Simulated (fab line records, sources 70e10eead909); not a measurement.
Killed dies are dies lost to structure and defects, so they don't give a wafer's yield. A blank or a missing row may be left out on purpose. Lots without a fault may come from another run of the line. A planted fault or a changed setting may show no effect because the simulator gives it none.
fab line records | flow nand_harc
record lots=24 wafers=72 last_day=33
route steps=1302 shown A_CONTACT@997
lots that met no fault: from a run of the same line without faults
start_h: hours from the record's first day to the start of the lot's first wafer shown | wait_h: hours since the lot's step before | " the same as in the row above | L1.1+2: a row that stands for several wafers | - no value, or no start given | * or withheld: withheld | < > ~ a bound
route shown NAME@n: a module of which the file shows steps, and the number in the route of the first | usual: mean/standard deviation of fault-free wafers | same: alike in all rows | chamber/n: place in a boat | sites: the reading at each site | _std_site: their standard deviation | _edge_site: outer sites' mean less inner sites' | radius_mm: how far each site lies from the wafer's centre | mask NAME#n: copy n | behind: the tool/chamber that last shaped the wafer | hold: why the lot was held/for how many hours/how that ended | device: the transistor (n, p or np) that didn't switch | end of line: the same wafers' tests at the end of the route | a step without rows: its recipe alone | killed: dies lost to structure and defects at the first sort, not the wafer's yield | map: a wafer's dies, x killed, . not, _ none there
set.NAME: the setting as run; set.NAME@STEP: as run at that earlier step | model.NAME: the simulator's own value behind a step, which no gauge read
steps of the route over a sample of lots; a table a step, a row a wafer
services: from which hour (start_h, from the record's first day; less than 0 if before it) a tool's chamber was out of use, for how many hours, and why
## steps
# step NHARC_A_CONTACT_CD_MEAS_42
# recipe target_cd_nm=300 landing_energy_ev=500
# usual cd_nm=299.9/0.56
# columns lot.wafer tool chamber start_h wait_h cd_nm
L074.2 cd_sem-01 0 494.66 - 299.9
L074.3 " 0 " " 300.2
L074.6 " 0 " " 300.2
L075.1 cd_sem-01 0 499.33 - 299.9
L075.3 " 0 " " 299.2
L075.6 " 0 " " 299.8
L077.1 cd_sem-01 0 517.52 - 300.2
L077.3 " 0 " " 301.0
L077.5 " 0 " " 301.1
L076.3 cd_sem-03 0 518.20 - 299.9
L076.5 " 0 " " 299.1
L076.6 " 0 " " 299.4
L078.1 cd_sem-03 0 533.72 - 298.9
L078.2 " 0 " " 299.4
L078.5 " 0 " " 299.4
L080.1 cd_sem-01 0 549.78 - 300.1
L080.3 " 0 " " 300.4
L080.5 " 0 " " 299.4
L081.1 cd_sem-01 0 550.17 - 299.8
L081.2 " 0 " " 299.5
L081.6 " 0 " " 299.2
L079.1 cd_sem-03 0 557.93 - 299.5
L079.3 " 0 " " 299.9
L079.4 " 0 " " 299.6
L082.1 cd_sem-02 0 570.70 - 300.4
L082.4 " 0 " " 299.6
L082.5 " 0 " " 299.8
L083.4 cd_sem-03 0 588.60 - 299.8
L083.5 " 0 " " 298.7
L083.6 " 0 " " 301.2
L084.2 cd_sem-03 0 600.23 - 298.6
L084.4 " 0 " " 300.5
L084.5 " 0 " " 299.9
L086.2 cd_sem-03 0 603.30 - 299.2
L086.3 " 0 " " 298.9
L086.4 " 0 " " 299.6
L085.1 cd_sem-02 0 604.36 - 299.2
L085.2 " 0 " " 300.3
L085.6 " 0 " " 300.0
L088.1 cd_sem-02 0 632.15 - 300.2
L088.3 " 0 " " 300.6
L088.5 " 0 " " 299.8
L087.1 cd_sem-02 0 632.30 - 299.8
L087.5 " 0 " " 299.5
L087.6 " 0 " " 299.8
L089.3 cd_sem-01 0 643.17 - 300.3
L089.5 " 0 " " 299.8
L089.6 " 0 " " 300.3
L090.1 cd_sem-02 0 644.03 - 299.5
L090.2 " 0 " " 299.8
L090.6 " 0 " " 300.2
L091.2 cd_sem-02 0 654.14 - 299.7
L091.4 " 0 " " 299.3
L091.5 " 0 " " 300.7
L092.2 cd_sem-03 0 687.65 - 300.1
L092.5 " 0 " " 300.5
L092.6 " 0 " " 300.1
L093.1 cd_sem-02 0 691.28 - 300.7
L093.5 " 0 " " 299.5
L093.6 " 0 " " 299.8
L095.1 cd_sem-03 0 700.84 - 300.1
L095.2 " 0 " " 300.4
L095.3 " 0 " " 300.5
L094.1 cd_sem-02 0 701.06 - 299.7
L094.3 " 0 " " 300.2
L094.6 " 0 " " 299.8
L096.1 cd_sem-02 0 719.67 - 299.8
L096.2 " 0 " " 300.1
L096.6 " 0 " " 299.6
L097.1 cd_sem-02 0 719.99 - 300.5
L097.2 " 0 " " 300.5
L097.3 " 0 " " 300.4
# step NHARC_A_CONTACT_ETCH_48
# recipe target_depth_a=390 over_etch_frac=0.3 time_s=65 ion_energy_ev=80 cf4_flow_sccm=150 ar_flow_sccm=0 rf_w=300 bias_w=100 chemistry=CF4
# usual chamber_pressure_mTorr=50.00/0.045 drypump_motor_current_A=5.9/0.63 oes_product_au=0.997/0.0094 rf_vpp_V=151.3/1.3 showerhead_plenum_p_Torr=1.77/0.072 throttle_valve_pct=13.283/0.01
# columns lot.wafer tool chamber start_h wait_h chamber_pressure_mTorr drypump_motor_current_A oes_product_au rf_hours_counter_h rf_vpp_V showerhead_plenum_p_Torr throttle_valve_pct
L074.2 rie_diel-04 2 494.94 0.1 49.96 6.4 0.993 18 150.9 1.76 13.287
L074.3 " 3 " " 49.94 6.5 0.989 20 150.0 1.73 13.284
L074.6 " 2 " " 50.00 6.4 1.005 - 149.7 1.76 13.283
L075.3 rie_diel-03 3 499.61 0.1 49.95 5.9 1.003 8 152.3 1.91 13.288
L075.1 " 0 " " 49.99 6.5 1.011 7 152.4 1.82 13.291
L075.6 " 3 " " 50.03 5.9 1.008 - 153.4 1.91 13.268
L077.1 rie_diel-03 2 517.81 0.1 50.04 4.9 1.009 16 152.3 1.76 13.298
L077.3 " 3 " " 49.98 5.9 1.016 15 154.3 1.90 13.285
L077.5 " 0 " " 49.98 6.5 1.015 - 152.5 1.82 13.284
L076.3 rie_diel-04 0 518.47 0.1 50.04 4.8 0.978 25 150.1 1.70 13.279
L076.5 " 2 " " 49.98 6.4 1.009 - 151.6 1.75 13.279
L076.6 " 3 " " 49.96 6.5 1.015 - 150.5 1.73 13.289
L078.2 rie_diel-05 1 534.08 0.1 49.97 6.2 0.990 41 152.3 1.65 13.282
L078.1 " 2 " " 49.94 5.4 1.001 30 149.3 1.75 13.294
L078.5 " 0 " " 49.98 5.7 1.014 - 152.7 1.74 13.276
L080.3 rie_diel-04 1 550.07 0.1 49.98 6.4 0.984 1 152.8 1.90 13.282
L080.1 " 2 " " 49.94 6.4 0.997 1 150.2 1.75 13.289
L080.5 " 0 " " 50.05 4.8 0.983 - 150.9 1.70 13.290
L081.2 rie_diel-04 3 550.45 0.1 50.05 6.5 1.007 1 150.4 1.73 13.283
L081.1 " 0 " " 50.04 4.8 1.001 2 149.8 1.70 13.299
L081.6 " 3 " " 50.01 6.5 0.994 - 150.0 1.73 13.274
L079.3 rie_diel-04 0 558.23 0.1 49.99 4.8 0.987 4 149.5 1.70 13.286
L079.1 " 1 " " 50.02 6.4 0.986 4 151.4 1.90 13.277
L079.4 " 2 " " 50.03 6.4 1.002 - 149.6 1.75 13.291
L082.1 rie_diel-04 0 570.97 0.1 49.96 4.8 0.995 6 149.9 1.70 13.292
L082.4 " 2 " " 50.08 6.4 1.003 5 151.3 1.75 13.284
L082.5 " 1 " " 50.04 6.4 0.989 - 152.9 1.90 13.271
L083.4 rie_diel-04 3 588.87 0.1 49.94 6.5 0.996 7 152.0 1.73 13.285
L083.5 " 2 " " 50.00 6.4 1.015 - 149.6 1.75 13.268
L083.6 " 3 " " 49.99 6.5 1.013 - 151.3 1.73 13.289
L084.4 rie_diel-05 0 600.50 0.1 50.03 5.7 0.990 1 150.5 1.74 13.277
L084.2 " 2 " " 50.07 5.4 0.992 1 151.6 1.75 13.271
L084.5 " 3 " " 49.96 5.7 0.989 - 151.6 1.80 13.283
L086.4 rie_diel-05 3 603.57 0.1 50.00 5.7 0.986 2 151.8 1.80 13.285
L086.3 " 0 " " 50.02 5.7 1.001 2 152.3 1.74 13.275
L086.2 " 2 " " 49.96 5.4 0.997 2 153.3 1.75 13.286
L085.2 rie_diel-03 3 604.65 0.1 49.97 5.9 0.990 46 152.4 1.89 13.290
L085.1 " 2 " " 50.05 4.9 0.993 47 151.5 1.75 13.291
L085.6 " 0 " " 50.04 6.5 1.009 - 151.8 1.81 13.254
L088.1 rie_diel-04 2 632.43 0.1 50.02 6.4 0.999 15 150.8 1.75 13.284
L088.3 " 3 " " 50.06 6.4 1.004 13 153.2 1.73 13.283
L088.5 " 2 " " 50.03 6.4 0.992 - 150.9 1.75 13.296
L087.1 rie_diel-05 1 632.59 0.1 50.08 6.1 0.989 14 151.3 1.65 13.298
L087.6 " 2 " " 50.05 5.3 0.990 - 151.7 1.75 13.274
L087.5 " 3 " " 50.01 5.7 0.995 - 151.3 1.80 13.273
L089.3 rie_diel-05 0 643.46 0.1 49.97 5.7 1.000 18 151.6 1.73 13.271
L089.5 " 1 " " 50.06 6.1 0.987 - 149.9 1.64 13.269
L089.6 " 2 " " 50.07 5.4 0.996 - 150.4 1.74 13.292
L090.1 rie_diel-04 0 644.52 0.1 50.03 4.8 0.998 17 151.1 1.70 13.284
L090.2 " 2 " " 49.96 6.4 1.012 18 152.4 1.75 13.289
L090.6 " 2 " " 50.01 6.4 1.002 - 150.4 1.75 13.296
L091.4 rie_diel-04 2 654.41 0.1 49.93 6.4 1.003 19 152.5 1.75 13.273
L091.2 " 3 " " 49.96 6.5 1.000 17 153.1 1.73 13.283
L091.5 " 1 " " 49.97 6.4 0.990 - 154.3 1.90 13.294
L092.2 rie_diel-03 0 687.93 0.1 50.01 6.5 0.983 13 152.3 1.80 13.271
L092.6 " 2 " " 50.07 5.0 1.012 - 150.9 1.75 13.293
L092.5 " 3 " " 50.03 5.9 0.987 - 153.5 1.89 13.287
L093.1 rie_diel-04 0 691.55 0.1 50.02 4.8 0.998 22 149.1 1.70 13.284
L093.5 " 0 " " 50.01 4.8 0.995 - 150.9 1.70 13.270
L093.6 " 1 " " 49.96 6.4 0.978 - 152.5 1.89 13.293
L095.3 rie_diel-04 3 701.11 0.1 50.02 6.5 1.006 26 150.0 1.72 13.291
L095.2 " 0 " " 50.00 4.8 0.989 24 150.0 1.70 13.267
L095.1 " 1 " " 50.04 6.5 0.993 26 152.3 1.89 13.276
L094.3 rie_diel-03 1 701.35 0.1 50.02 5.7 1.013 22 151.8 1.77 13.280
L094.1 " 3 " " 49.96 5.9 1.006 17 152.0 1.89 13.280
L094.6 " 0 " " 50.03 6.5 0.987 - 151.9 1.80 13.296
L096.1 rie_diel-04 1 719.95 0.1 49.96 6.5 0.990 0 152.9 1.89 13.294
L096.2 " 2 " " 50.07 6.4 0.996 0 151.0 1.75 13.288
L096.6 " 3 " " 49.98 6.5 0.998 - 149.8 1.72 13.276
L097.2 rie_diel-04 3 720.33 0.1 49.95 6.5 0.994 0 151.5 1.72 13.281
L097.1 " 0 " " 49.94 4.8 1.007 0 148.8 1.69 13.278
L097.3 " 1 " " 49.96 6.5 1.007 0 153.2 1.89 13.264
# step NHARC_A_CONTACT_ETCH_114
# recipe source_w=withheld pressure_mtorr=20 bias_v=3000 time_s=190 target_depth_a=18500 ar_flow_sccm=withheld c4f8_flow_sccm=withheld o2_flow_sccm=withheld chemistry=C4F8/O2/Ar
# usual chamber_pressure_mTorr=19.999/0.019
# columns lot.wafer tool chamber start_h wait_h chamber_pressure_mTorr rf_hours_counter_h
L074.2 har_cap_etch-03 0 497.20 0.1 20.002 34
L074.3 " 1 " " 19.994 -
L074.6 " 1 " " 19.989 -
L075.1 har_cap_etch-02 1 501.91 0.1 20.019 83
L075.3 " 1 " " 20.036 -
L075.6 " 1 " " 20.006 -
L077.1 har_cap_etch-02 0 520.46 0.1 19.992 90
L077.3 " 1 " " 19.985 -
L077.5 " 1 " " 19.947 -
L076.3 har_cap_etch-01 1 520.83 0.1 20.026 -
L076.6 " 0 " " 20.003 -
L076.5 " 1 " " 20.003 -
L078.1 har_cap_etch-02 0 536.55 0.1 19.996 93
L078.2 " 1 " " 19.978 93
L078.5 " 0 " " 19.960 -
L080.1 har_cap_etch-03 1 552.53 0.1 20.025 47
L080.3 " 0 " " 19.978 -
L080.5 " 0 " " 20.028 -
L081.2 har_cap_etch-01 1 553.35 0.1 20.024 8
L081.1 " 0 " " 19.995 8
L081.6 " 1 " " 19.972 -
L079.1 har_cap_etch-03 0 560.86 0.1 20.021 49
L079.4 " 1 " " 19.992 -
L079.3 " 0 " " 19.996 -
L082.1 har_cap_etch-02 1 573.27 0.1 20.010 101
L082.4 " 0 " " 19.988 -
L082.5 " 0 " " 20.005 -
L083.4 har_cap_etch-03 1 591.88 0.1 19.973 -
L083.6 " 0 " " 20.019 -
L083.5 " 1 " " 20.011 -
L084.2 har_cap_etch-01 0 602.81 0.1 20.006 16
L084.4 " 1 " " 20.025 -
L084.5 " 1 " " 19.992 -
L086.2 har_cap_etch-03 0 605.85 0.1 20.002 57
L086.4 " 0 " " 20.008 -
L086.3 " 1 " " 20.018 -
L085.2 har_cap_etch-02 1 607.03 0.1 20.025 106
L085.1 " 0 " " 20.005 106
L085.6 " 0 " " 19.984 -
L088.1 har_cap_etch-03 0 634.71 0.1 19.986 62
L088.3 " 1 " " 19.998 -
L088.5 " 0 " " 19.990 -
L087.1 har_cap_etch-02 1 634.88 0.1 20.025 112
L087.5 " 0 " " 20.027 -
L087.6 " 1 " " 20.039 -
L089.3 har_cap_etch-03 0 645.78 0.1 19.984 -
L089.6 " 0 " " 19.987 -
L089.5 " 1 " " 19.992 -
L090.1 har_cap_etch-02 0 647.01 0.2 19.985 114
L090.2 " 1 " " 20.016 114
L090.6 " 1 " " 20.004 -
L091.2 har_cap_etch-02 1 656.68 0.1 20.019 116
L091.4 " 0 " " 19.990 -
L091.5 " 0 " " 19.985 -
L092.2 har_cap_etch-03 1 690.22 0.1 19.997 72
L092.6 " 0 " " 20.009 -
L092.5 " 1 " " 20.003 -
L093.1 har_cap_etch-01 0 693.84 0.1 20.002 31
L093.5 " 0 " " 19.988 -
L093.6 " 1 " " 20.009 -
L095.2 har_cap_etch-03 1 703.41 0.1 19.964 74
L095.1 " 0 " " 19.999 74
L095.3 " 0 " " 19.966 -
L094.1 har_cap_etch-01 1 703.69 0.1 20.005 33
L094.3 " 0 " " 20.005 -
L094.6 " 0 " " 20.009 -
L096.1 har_cap_etch-01 1 722.38 0.1 20.002 37
L096.2 " 0 " " 20.007 37
L096.6 " 1 " " 19.959 -
L097.1 har_cap_etch-02 1 723.24 0.1 19.971 127
L097.2 " 0 " " 20.026 127
L097.3 " 1 " " 20.011 -
# step NHARC_A_CONTACT_ETCH_119
# recipe source_w=withheld pressure_mtorr=20 bias_v=3000 time_s=190 target_depth_a=18500 ar_flow_sccm=withheld c4f8_flow_sccm=withheld o2_flow_sccm=withheld chemistry=C4F8/O2/Ar
# usual chamber_pressure_mTorr=20.000/0.02
# columns lot.wafer tool chamber start_h wait_h chamber_pressure_mTorr rf_hours_counter_h
L074.2 har_cap_etch-03 0 498.06 0.1 19.987 35
L074.3 " 1 " " 19.984 -
L074.6 " 1 " " 20.014 -
L075.1 har_cap_etch-02 1 502.76 0.1 20.001 83
L075.3 " 1 " " 20.018 -
L075.6 " 1 " " 20.005 -
L077.1 har_cap_etch-02 0 521.31 0.1 19.997 91
L077.3 " 1 " " 19.977 -
L077.5 " 1 " " 20.018 -
L076.3 har_cap_etch-01 1 521.68 0.1 20.013 -
L076.6 " 0 " " 19.946 -
L076.5 " 1 " " 20.012 -
L078.1 har_cap_etch-02 0 537.41 0.1 20.003 94
L078.2 " 1 " " 19.963 94
L078.5 " 0 " " 20.032 -
L080.1 har_cap_etch-03 1 553.38 0.1 19.998 48
L080.3 " 0 " " 20.001 -
L080.5 " 0 " " 20.003 -
L081.2 har_cap_etch-01 1 554.21 0.1 19.998 8
L081.1 " 0 " " 19.988 8
L081.6 " 1 " " 19.980 -
L079.1 har_cap_etch-03 0 561.72 0.1 20.010 50
L079.4 " 1 " " 20.000 -
L079.3 " 0 " " 19.966 -
L082.1 har_cap_etch-02 1 574.12 0.1 20.044 101
L082.4 " 0 " " 19.999 -
L082.5 " 0 " " 20.003 -
L083.4 har_cap_etch-03 1 592.74 0.1 19.978 -
L083.6 " 0 " " 19.961 -
L083.5 " 1 " " 20.035 -
L084.2 har_cap_etch-01 0 603.67 0.1 20.015 17
L084.4 " 1 " " 20.024 -
L084.5 " 1 " " 20.019 -
L086.2 har_cap_etch-03 0 606.71 0.1 20.032 57
L086.4 " 0 " " 19.996 -
L086.3 " 1 " " 20.016 -
L085.2 har_cap_etch-02 1 607.89 0.1 20.014 107
L085.1 " 0 " " 19.990 107
L085.6 " 0 " " 19.999 -
L088.1 har_cap_etch-03 0 635.57 0.1 20.026 63
L088.3 " 1 " " 19.989 -
L088.5 " 0 " " 19.976 -
L087.1 har_cap_etch-02 1 636.06 0.3 20.014 113
L087.5 " 0 " " 20.011 -
L087.6 " 1 " " 19.981 -
L089.3 har_cap_etch-03 0 646.64 0.1 19.999 -
L089.6 " 0 " " 19.997 -
L089.5 " 1 " " 20.026 -
L090.1 har_cap_etch-02 0 648.14 0.2 20.057 115
L090.2 " 1 " " 19.987 115
L090.6 " 1 " " 20.039 -
L091.2 har_cap_etch-02 1 657.54 0.1 19.977 117
L091.4 " 0 " " 20.020 -
L091.5 " 0 " " 20.017 -
L092.2 har_cap_etch-03 1 691.08 0.1 20.013 72
L092.6 " 0 " " 20.019 -
L092.5 " 1 " " 20.003 -
L093.1 har_cap_etch-01 0 694.68 0.1 20.007 32
L093.5 " 0 " " 20.036 -
L093.6 " 1 " " 20.001 -
L095.2 har_cap_etch-03 1 704.27 0.1 20.005 75
L095.1 " 0 " " 19.994 75
L095.3 " 0 " " 19.954 -
L094.1 har_cap_etch-01 1 704.53 0.1 19.985 34
L094.3 " 0 " " 20.013 -
L094.6 " 0 " " 19.988 -
L096.1 har_cap_etch-01 1 723.24 0.1 19.970 38
L096.2 " 0 " " 19.954 38
L096.6 " 1 " " 19.963 -
L097.1 har_cap_etch-02 1 724.10 0.1 20.014 127
L097.2 " 0 " " 20.018 127
L097.3 " 1 " " 19.988 -
# step NHARC_A_CONTACT_STRIP_55
# recipe o2_flow_sccm=500 ar_flow_sccm=0 bias_w=0 chemistry=O2
# usual chamber_pressure_mTorr=60.00/0.054 drypump_motor_current_A=5.9/0.53 o2_flow_sccm=499.9/1.6 oes_product_au=0.998/0.0093 rf_vpp_V=57.6/0.91 showerhead_plenum_p_Torr=3.49/0.13 throttle_valve_pct=17.037/0.0097
# columns lot.wafer tool chamber start_h wait_h chamber_pressure_mTorr drypump_motor_current_A o2_flow_sccm oes_product_au rf_hours_counter_h rf_vpp_V showerhead_plenum_p_Torr throttle_valve_pct
L074.2 rie_diel-05 3 - - 60.03 5.7 504.1 0.995 25 57.5 3.62 17.041
L074.3 " 0 " " 59.99 5.7 500.2 1.012 27 57.4 3.48 17.028
L074.6 " 2 " " 60.01 5.4 501.9 0.990 - 57.2 3.50 17.037
L075.1 rie_diel-04 0 - - 60.07 4.8 498.7 0.983 22 57.4 3.40 17.033
L075.3 " 2 " " 59.99 6.4 499.5 1.016 20 58.2 3.50 17.043
L075.6 " 2 " " 59.97 6.4 498.0 1.007 - 59.2 3.50 17.020
L077.3 rie_diel-04 0 - - 60.00 4.8 500.4 0.995 27 57.5 3.39 17.027
L077.1 " 1 " " 60.01 6.5 499.2 1.009 22 57.7 3.80 17.037
L077.5 " 3 " " 60.01 6.5 499.7 1.003 - 57.5 3.45 17.052
L076.3 rie_diel-05 1 - - 59.91 6.2 498.6 0.998 37 57.4 3.30 17.036
L076.5 " 0 " " 59.93 5.7 498.0 1.014 - 58.0 3.48 17.039
L076.6 " 1 " " 59.97 6.2 499.0 0.994 - 57.1 3.30 17.037
L078.1 rie_diel-05 1 - - 59.90 6.1 498.4 0.989 43 58.3 3.29 17.053
L078.2 " 2 " " 60.11 5.4 498.8 0.996 32 57.7 3.50 17.023
L078.5 " 3 " " 59.87 5.7 498.3 0.997 - 57.0 3.61 17.025
L080.1 rie_diel-05 0 - - 59.94 5.7 498.7 1.013 41 57.2 3.47 17.040
L080.3 " 3 " " 59.99 5.8 499.8 0.993 45 57.6 3.61 17.041
L080.5 " 0 " " 59.98 5.7 501.1 1.012 - 57.9 3.47 17.041
L081.2 rie_diel-04 0 - - 59.97 4.8 501.0 0.993 4 57.9 3.39 17.040
L081.1 " 1 " " 60.02 6.4 501.0 0.988 4 57.6 3.79 17.043
L081.6 " 2 " " 60.02 6.4 498.2 1.001 - 56.5 3.50 17.046
L079.1 rie_diel-05 1 - - 60.00 6.1 498.6 0.998 50 56.6 3.29 17.042
L079.3 " 3 " " 60.04 5.7 499.6 0.998 46 58.0 3.61 17.049
L079.4 " 0 " " 60.02 5.7 496.7 1.014 42 57.2 3.47 17.019
L082.1 rie_diel-05 0 - - 59.97 5.7 499.9 0.996 46 57.6 3.47 17.047
L082.4 " 1 " " 59.98 6.1 502.0 0.984 54 56.7 3.29 17.040
L082.5 " 3 " " 59.98 5.7 499.1 0.988 - 58.6 3.60 17.051
L083.4 rie_diel-04 0 - - 59.97 4.9 499.2 1.006 10 56.9 3.39 17.042
L083.5 " 1 " " 60.13 6.4 497.2 0.989 - 59.1 3.79 17.045
L083.6 " 2 " " 60.08 6.4 498.5 1.012 - 58.0 3.49 17.040
L084.2 rie_diel-05 1 - - 59.94 6.1 501.4 0.983 4 56.0 3.29 17.033
L084.4 " 3 " " 60.01 5.8 500.5 0.992 3 58.4 3.60 17.022
L084.5 " 2 " " 59.98 5.4 497.3 0.991 - 56.1 3.49 17.026
L086.3 rie_diel-05 0 - - 59.96 5.7 501.0 1.002 4 57.0 3.46 17.027
L086.2 " 1 " " 59.96 6.2 502.0 0.999 4 55.7 3.29 17.037
L086.4 " 3 " " 60.10 5.8 499.9 1.006 3 56.1 3.60 17.030
L085.2 rie_diel-03 3 - - 60.03 5.9 499.2 1.001 48 56.8 3.78 17.025
L085.1 " 1 " " 59.99 5.7 498.2 1.002 39 58.6 3.55 17.060
L085.6 " 2 " " 60.08 4.9 501.1 1.010 - 57.2 3.50 17.033
L088.1 rie_diel-04 0 - - 59.98 4.9 496.4 0.997 16 58.6 3.39 17.040
L088.3 " 3 " " 59.95 6.5 499.4 0.994 14 56.6 3.45 17.031
L088.5 " 0 " " 60.06 4.8 500.5 1.001 - 56.1 3.38 17.033
L087.1 rie_diel-05 2 - - 59.93 5.4 499.2 1.001 18 58.5 3.48 17.037
L087.5 " 0 " " 60.05 5.7 502.9 1.014 - 57.1 3.46 17.051
L087.6 " 1 " " 60.07 6.1 499.9 0.988 - 57.9 3.28 17.035
L089.3 rie_diel-05 2 - - 60.01 5.4 500.8 0.990 20 57.9 3.48 17.042
L089.5 " 0 " " 59.97 5.7 499.1 0.984 - 57.0 3.46 17.030
L089.6 " 1 " " 60.00 6.1 501.6 0.975 - 58.8 3.28 17.054
L090.1 rie_diel-04 2 - - 60.06 6.4 502.7 1.010 19 56.7 3.49 17.048
L090.2 " 0 " " 60.09 4.8 498.7 0.998 19 57.3 3.38 17.049
L090.6 " 2 " " 59.97 6.4 501.5 0.998 - 56.1 3.49 17.043
L091.4 rie_diel-05 2 - - 60.05 5.4 496.5 1.002 23 58.5 3.48 17.026
L091.2 " 0 " " 60.01 5.7 500.9 1.005 22 56.4 3.45 17.045
L091.5 " 3 " " 60.00 5.7 502.0 0.996 - 57.6 3.59 17.048
L092.2 rie_diel-04 3 - - 59.95 6.5 499.7 0.997 24 58.6 3.44 17.039
L092.5 " 2 " " 59.94 6.4 498.1 0.992 - 57.1 3.48 17.030
L092.6 " 3 " " 59.95 6.5 500.4 1.001 - 58.3 3.44 17.030
L093.1 rie_diel-03 3 - - 59.87 5.9 499.6 0.995 16 58.6 3.77 17.036
L093.6 " 1 " " 60.08 5.7 500.6 1.011 - 58.7 3.53 17.045
L093.5 " 2 " " 59.93 5.0 498.3 1.008 - 59.1 3.48 17.030
L095.1 rie_diel-04 3 - - 60.00 6.5 504.0 0.992 28 57.1 3.44 17.044
L095.3 " 0 " " 59.99 4.8 500.5 0.993 27 57.9 3.38 17.028
L095.2 " 1 " " 59.97 6.5 499.1 0.982 28 59.2 3.78 17.036
L094.1 rie_diel-03 0 - - 59.87 6.5 498.2 0.993 21 56.2 3.59 17.028
L094.3 " 3 " " 60.00 5.9 500.8 0.997 19 58.5 3.76 17.037
L094.6 " 0 " " 59.99 6.5 498.3 0.989 - 58.5 3.59 17.034
L096.2 rie_diel-04 2 - - 59.98 6.4 499.1 1.002 3 57.1 3.48 17.028
L096.1 " 3 " " 60.10 6.5 501.2 0.993 2 57.5 3.44 17.048
L096.6 " 1 " " 60.01 6.5 500.9 0.992 - 58.0 3.78 17.052
L097.2 rie_diel-05 0 - - 60.11 5.7 501.0 1.008 46 57.6 3.44 17.021
L097.1 " 1 " " 59.95 6.1 501.5 0.983 48 56.0 3.26 17.025
L097.3 " 2 " " 59.96 5.4 499.4 1.010 47 58.6 3.46 17.062
# step NHARC_A_CONTACT_ETCH_125
# recipe source_w=withheld pressure_mtorr=20 bias_v=3000 time_s=197 target_depth_a=19180 ar_flow_sccm=withheld c4f8_flow_sccm=withheld o2_flow_sccm=withheld chemistry=C4F8/O2/Ar
# usual chamber_pressure_mTorr=19.999/0.019
# columns lot.wafer tool chamber start_h wait_h chamber_pressure_mTorr rf_hours_counter_h
L074.2 har_cap_etch-02 1 510.58 0.2 20.018 86
L074.3 " 0 " " 20.008 -
L074.6 " 1 " " 19.987 -
L075.1 har_cap_etch-01 0 515.28 0.2 20.004 0
L075.3 " 1 " " 20.015 -
L075.6 " 1 " " 20.002 -
L077.1 har_cap_etch-03 1 531.17 0.2 19.968 44
L077.3 " 1 " " 19.959 -
L077.5 " 0 " " 20.026 -
L076.3 har_cap_etch-01 0 531.49 0.2 20.020 -
L076.5 " 1 " " 19.995 -
L076.6 " 0 " " 20.023 -
L078.1 har_cap_etch-02 1 546.35 0.2 19.997 95
L078.2 " 0 " " 20.029 95
L078.5 " 1 " " 20.011 -
L080.1 har_cap_etch-01 0 563.27 0.2 19.958 10
L080.3 " 0 " " 20.013 -
L080.5 " 1 " " 20.019 -
L081.1 har_cap_etch-02 0 569.63 0.2 20.004 98
L081.2 " 1 " " 20.007 98
L081.6 " 0 " " 20.020 -
L079.1 har_cap_etch-01 0 571.98 0.2 20.022 11
L079.3 " 1 " " 19.980 -
L079.4 " 0 " " 20.008 -
L082.1 har_cap_etch-02 0 583.30 0.2 20.005 103
L082.4 " 0 " " 20.009 -
L082.5 " 1 " " 19.991 -
L083.4 har_cap_etch-02 0 602.16 0.2 20.006 -
L083.6 " 1 " " 20.006 -
L083.5 " 0 " " 19.985 -
L084.2 har_cap_etch-03 0 614.57 0.2 20.003 59
L084.4 " 0 " " 20.004 -
L084.5 " 1 " " 19.992 -
L086.2 har_cap_etch-02 1 619.79 0.2 20.003 108
L086.4 " 1 " " 19.986 -
L086.3 " 0 " " 20.026 -
L085.2 har_cap_etch-01 0 622.91 0.2 20.042 19
L085.1 " 1 " " 20.010 19
L085.6 " 1 " " 20.001 -
L088.1 har_cap_etch-01 1 644.80 0.2 20.029 23
L088.3 " 1 " " 20.027 -
L088.5 " 0 " " 20.012 -
L087.1 har_cap_etch-01 0 648.95 0.2 19.999 24
L087.6 " 0 " " 19.999 -
L087.5 " 1 " " 20.021 -
L089.3 har_cap_etch-01 1 656.36 0.2 19.988 -
L089.5 " 1 " " 19.975 -
L089.6 " 0 " " 20.013 -
L090.2 har_cap_etch-03 0 659.66 0.2 19.996 68
L090.1 " 1 " " 19.966 68
L090.6 " 0 " " 20.030 -
L091.2 har_cap_etch-03 1 667.50 0.2 19.981 69
L091.4 " 0 " " 19.994 -
L091.5 " 1 " " 19.970 -
L092.2 har_cap_etch-02 1 699.97 0.2 20.003 121
L092.5 " 1 " " 19.984 -
L092.6 " 0 " " 19.966 -
L093.1 har_cap_etch-02 1 706.32 0.2 19.966 123
L093.5 " 0 " " 19.969 -
L093.6 " 1 " " 20.023 -
L095.1 har_cap_etch-01 1 713.41 0.2 20.003 35
L095.2 " 0 " " 20.023 35
L095.3 " 1 " " 19.976 -
L094.1 har_cap_etch-02 1 714.11 0.2 20.020 125
L094.3 " 1 " " 19.975 -
L094.6 " 0 " " 19.968 -
L096.1 har_cap_etch-02 0 732.86 0.2 20.015 129
L096.2 " 1 " " 20.008 129
L096.6 " 1 " " 19.982 -
L097.1 har_cap_etch-01 0 733.61 0.2 20.019 41
L097.2 " 1 " " 20.008 41
L097.3 " 0 " " 20.009 -
## services
# columns tool chamber start_h hours kind
rie_diel-04 0 486.44 - clean
rie_diel-04 1 486.44 - clean
rie_diel-04 2 486.44 - clean
rie_diel-04 3 486.44 - clean
har_cap_etch-02 - 495.24 1.5 repair
har_cap_etch-01 - 497.00 17.0 pm
rie_diel-04 1 502.51 8.2 repair
rie_diel-03 1 502.74 20.3 repair
rie_diel-04 0 510.94 - clean
rie_diel-04 1 510.94 - clean
rie_diel-04 2 510.94 - clean
rie_diel-04 3 510.94 - clean
rie_diel-04 - 531.90 9.0 pm
rie_diel-04 3 553.18 5.9 repair
rie_diel-04 - 581.88 0.7 repair
rie_diel-05 - 584.74 9.0 pm
rie_diel-03 0 606.54 6.3 repair
rie_diel-04 1 637.44 7.2 repair
rie_diel-03 - 638.00 9.0 pm
rie_diel-05 - 650.31 0.5 repair
rie_diel-04 0 663.33 5.6 repair
rie_diel-04 0 674.89 6.6 repair
rie_diel-05 1 698.23 15.0 repair
rie_diel-03 2 723.05 8.7 repair
## key
fault none
